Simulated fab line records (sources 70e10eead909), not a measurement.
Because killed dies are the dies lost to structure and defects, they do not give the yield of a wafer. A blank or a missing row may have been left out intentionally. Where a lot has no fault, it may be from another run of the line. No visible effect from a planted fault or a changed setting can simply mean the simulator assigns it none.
Struck lot and sound lot, side by side | flow nand harc | 14 steps out of a route of 1302
Sound: wafers L262.1, L262.5, L262.6. Struck: wafers L276.1, L276.5 (left out: L276.4, a lot-mate that was not struck); the cause follows at the end.
For every step that has rows: the tool of each side, followed by ch and its chambers, followed by its first start. Under that, the readings that differ: sound wafers | struck wafers | difference of the means | sigmas: that difference in standard deviations of wafers without a fault.
alike: readings whose means differ by less than 2 such deviations, and words and numbers that are the same on both sides. not compared: withheld readings, readings that some wafer has no value for, bounds like >300 that may hide the same value, and numbers for which the record gives no deviation and whose values overlap.
A row with sigmas, a row that says differs or no value, or rows on one side alone: a step with any of these is where the two part. When numbers do not overlap yet have no deviation, they are printed without sigmas and do not part them. A reading that every wafer of one side lacks parts them only if that side has two wafers or more.

first, 5 steps without rows for these wafers: NHARC_A_STAIRCASE_EBR_180; NHARC_A_STAIRCASE_EXPOSE_181 (exposes mask STAIR 2); NHARC_A_STAIRCASE_PEB_182 (peb time 130 s); NHARC_A_STAIRCASE_DEVELOP_183 (time 140 s); NHARC_A_STAIRCASE_HARDBAKE_185 (time 140 s).
NHARC_A_STAIRCASE_DESCUM_186: chemistry O2, time 3 s.
  sound on rie diel-04 ch 0,3, day 17 22:43; struck on rie diel-10 ch 1,3, day 23 18:57
  alike: drypump motor current A, oes product au, rf vpp V, showerhead plenum p Torr, throttle valve pct
  not compared: rf hours counter h
then, 1 step without rows for these wafers: NHARC_A_STAIRCASE_TRIM_187 (chemistry O2, time 211.2 s).
NHARC_A_STAIRCASE_ETCH_188: etches the open film in C4F8/O2, target depth 100 nm, time 40.5 s.
  sound on rie diel-04 ch 0,1; struck on rie diel-10 ch 0
  alike: oes product au, rf vpp V
  not compared: rf hours counter h
NHARC_A_STAIRCASE_TRIM_189: chemistry O2, time 211.2 s.
  sound on rie diel-04 ch 0,2,3; struck on rie diel-10 ch 3
  alike: drypump motor current A, oes product au, rf vpp V, showerhead plenum p Torr, throttle valve pct
  not compared: rf hours counter h
NHARC_A_STAIRCASE_ETCH_190: etches the open film in C4F8/O2, target depth 100 nm, time 40.5 s.
  sound on rie diel-04 ch 0,1,3; struck on rie diel-10 ch 0,3
  alike: oes product au, rf vpp V
  not compared: rf hours counter h
then, 1 step without rows for these wafers: NHARC_A_STAIRCASE_TRIM_191 (chemistry O2, time 211.2 s).
NHARC_A_STAIRCASE_ETCH_192: etches the open film in C4F8/O2, target depth 100 nm, time 40.5 s.
  sound on rie diel-04 ch 2,3, day 17 23:26; struck on rie diel-10 ch 3, day 23 19:47
  reading               | sound             | struck      | difference | sigmas
  oes product au (a.u.) | 0.953 0.955 0.964 | 1.106 1.114 | +0.153     | +11
  alike: rf vpp V
  not compared: rf hours counter h
NHARC_A_STAIRCASE_TRIM_193: chemistry O2, time 211.2 s.
  sound on rie diel-04 ch 0,1; struck on rie diel-10 ch 0,3
  alike: drypump motor current A, oes product au, rf vpp V, showerhead plenum p Torr, throttle valve pct
  not compared: rf hours counter h
-- the record jumps here: 9 days lie between the struck wafers' starts before and after (it left off in module A_STAIRCASE and takes up again in module END, whose first step shown is number 1302 of the route) --
NHARC_END_SORT_01:
  here the record holds rows for the struck wafers (prober-01 ch 0, day 32 18:03) but none for the sound ones

WHERE THEY PART
At NHARC_A_STAIRCASE_ETCH_192 first; at NHARC_END_SORT_01 last (within this record only).

WHY: whatever the simulator had introduced
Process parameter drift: rie diel-10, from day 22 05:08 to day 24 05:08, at NHARC_A_STAIRCASE_ETCH_192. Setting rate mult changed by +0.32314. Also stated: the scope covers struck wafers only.
